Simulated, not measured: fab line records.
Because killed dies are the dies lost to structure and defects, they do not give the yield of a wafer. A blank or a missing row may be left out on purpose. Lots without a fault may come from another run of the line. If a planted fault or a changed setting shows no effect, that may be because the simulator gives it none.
The tool behind it: which one? -- flow n5_finfet -- 12 lots, 36 wafers sampled, at 4 steps of a route of 1938

## WHAT THE GAUGES READ, wafer by wafer
N5_BEOL_M14_INSPECT_30: inspects for defects (macro). Usual: raw_defect_count 2.2, standard deviation 1.4.
lot,measured,on,raw_defect_count,flag
L884,day 11 22:56,defect_inspect-01,1 0 1,
L885,day 12 08:17,defect_inspect-02,2 4 2,
L887,day 12 14:30,defect_inspect-01,3 3 3,
L886,day 12 18:48,defect_inspect-02,1 5 2,
L889,day 12 23:52,defect_inspect-02,2 2 2,
L888,day 13 10:08,defect_inspect-01,3 0 4,
L890,day 13 12:53,defect_inspect-02,0 5 2,
L897,day 15 02:55,defect_inspect-02,3 3 0,
L900,day 15 21:09,defect_inspect-01,1 3 4,
L903,day 16 09:35,defect_inspect-02,1 1 3,
L905,day 17 00:47,defect_inspect-01,1 4 1,
L907,day 17 19:31,defect_inspect-01,3 2 3,

## TOOL THAT RAN EACH LOT (tool first, then ch and the chambers of the sampled wafers, then the start)
lot,N5_BEOL_M13_SPUTTER_45,N5_BEOL_M13_ANNEAL_48,N5_BEOL_M14_COAT_65
L884,"pvd_sputter-01, day 11 19:57","rtp_anneal-02 ch 0, day 11 20:14","litho_track-02 ch 0, day 11 22:28"
L885,"pvd_sputter-02, day 12 05:41","rtp_anneal-02 ch 0, day 12 06:04","litho_track-04 ch 0, day 12 07:49"
L887,"pvd_sputter-01, day 12 12:02","rtp_anneal-02 ch 0, day 12 12:19","litho_track-04 ch 0, day 12 14:09"
L886,"pvd_sputter-02, day 12 16:13","rtp_anneal-02 ch 0, day 12 16:29","litho_track-04 ch 0, day 12 18:20"
L889,"pvd_sputter-03, day 12 21:08","rtp_anneal-02 ch 0, day 12 21:35","litho_track-01 ch 0, day 12 23:31"
L888,"pvd_sputter-01, day 13 07:33","rtp_anneal-02 ch 0, day 13 07:53","litho_track-04 ch 0, day 13 09:40"
L890,"pvd_sputter-03, day 13 10:02","rtp_anneal-01 ch 0, day 13 10:26","litho_track-01 ch 0, day 13 12:25"
L897,"pvd_sputter-03, day 15 00:26","rtp_anneal-01 ch 0, day 15 00:46","litho_track-01 ch 0, day 15 02:35"
L900,"pvd_sputter-02, day 15 18:38","rtp_anneal-02 ch 0, day 15 18:55","litho_track-01 ch 0, day 15 20:49"
L903,"pvd_sputter-02, day 16 06:58","rtp_anneal-01 ch 0, day 16 07:20","litho_track-04 ch 0, day 16 09:13"
L905,"pvd_sputter-02, day 16 21:35","rtp_anneal-02 ch 0, day 16 22:21","litho_track-02 ch 0, day 17 00:19"
L907,"pvd_sputter-02, day 17 15:52","rtp_anneal-02 ch 0, day 17 16:43","litho_track-04 ch 0, day 17 19:03"
- N5_BEOL_M13_SPUTTER_45: material Cu, target thk 80 nm, time 13.33 s.
- N5_BEOL_M13_ANNEAL_48: time 90 s.
- N5_BEOL_M14_COAT_65: time 60 s, resist thk 450 nm.

## AS READ BY THE TOOLS THEMSELVES (means over the sampled wafers that have a number; for cases with no such wafer, the mark the record gives instead)
N5_BEOL_M13_SPUTTER_45. Usual: chuck_gas_flow_sccm 1.26 sccm, standard deviation 0.047; susceptor_temp_C -20.00 C, standard deviation 0.097; throttle_valve_pct 30.4 %, standard deviation 0.81.
lot,tool,chuck_gas_flow_sccm (sccm),susceptor_temp_C (C),throttle_valve_pct (%),flag
L884,pvd_sputter-01,1.27,-19.96,30.6,
L885,pvd_sputter-02,1.25,-20.12,30.1,
L887,pvd_sputter-01,1.26,-20.00,31.2,
L886,pvd_sputter-02,1.22,-20.05,30.0,
L889,pvd_sputter-03,1.25,-19.89,30.4,
L888,pvd_sputter-01,1.27,-19.96,31.2,
L890,pvd_sputter-03,1.24,-19.99,30.5,
L897,pvd_sputter-03,1.22,-20.11,29.2,
L900,pvd_sputter-02,1.25,-19.97,30.3,
L903,pvd_sputter-02,1.26,-20.12,30.1,
L905,pvd_sputter-02,1.26,-19.97,30.5,
L907,pvd_sputter-02,1.28,-19.95,30.2,

N5_BEOL_M13_ANNEAL_48. Usual: wafer_temp_C_max 225.79, standard deviation 0.23.
lot,tool,wafer_temp_C_max,flag
L884,rtp_anneal-02,225.74,
L885,rtp_anneal-02,225.82,
L887,rtp_anneal-02,225.53,
L886,rtp_anneal-02,225.56,
L889,rtp_anneal-02,225.68,
L888,rtp_anneal-02,225.97,
L890,rtp_anneal-01,225.80,
L897,rtp_anneal-01,225.70,
L900,rtp_anneal-02,225.81,
L903,rtp_anneal-01,225.97,
L905,rtp_anneal-02,225.86,
L907,rtp_anneal-02,225.75,

N5_BEOL_M14_COAT_65. Usual: dispense_pressure_kPa 51 kPa, standard deviation 4.3; heater_power_total_W 500.5 W, standard deviation 1.7; plate_temp_C 249.98 C, standard deviation 0.16.
lot,tool,dispense_pressure_kPa (kPa),heater_power_total_W (W),plate_temp_C (C),flag
L884,litho_track-02,52,498.9,249.87,
L885,litho_track-04,55,500.0,250.32,
L887,litho_track-04,55,498.6,249.91,
L886,litho_track-04,55,500.4,249.97,
L889,litho_track-01,45,500.1,250.06,
L888,litho_track-04,55,500.4,249.98,
L890,litho_track-01,45,499.3,249.90,
L897,litho_track-01,45,510.1,253.70,OFF
L900,litho_track-01,45,510.6,253.75,OFF
L903,litho_track-04,55,499.1,250.00,
L905,litho_track-02,52,499.4,249.97,
L907,litho_track-04,55,500.5,249.96,

## THE ANSWER, worked out from the rows above alone
Rule: a lot is off if the mean of its wafers that have a number lies more than 3 standard deviations from the usual mean. Also off: a lot with no number at a reading for which 4 or more lots have one. All remaining lots with rows at the step are treated as sound. After the gauges, taken in route order, come the tools' own readings; for these a lot's mean is taken, as printed above. The first step at which some lot is off is used, and at that step the reading that is off furthest; a lot without a number counts as furthest.
Off: L897, L900, at N5_BEOL_M14_COAT_65 (plate_temp_C).
A tool fits if, at that step or a process step before it, it ran every lot that is off, and no sound lot after the first of them. One fits: N5_BEOL_M14_COAT_65 on litho_track-01. A fault onset in the window from L890 (day 13 12:25, its last sound lot) to L897 (day 15 02:35, its first lot off) fits.
The tool's own readings at N5_BEOL_M14_COAT_65 bear it out: on the lots that are off they differ by more than 5 times the standard deviation of the sound lots' means. heater_power_total_W reads 510.4 W there against 499.7 W on the sound lots; plate_temp_C reads 253.72 C there against 249.99 C on the sound lots.

## WHAT HAD BEEN PUT IN BY THE SIMULATOR
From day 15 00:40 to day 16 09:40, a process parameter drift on litho_track-01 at N5_BEOL_M14_COAT_65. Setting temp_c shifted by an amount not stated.
Shown lots that were struck: L897, L900. The rule given above showed the same thing.
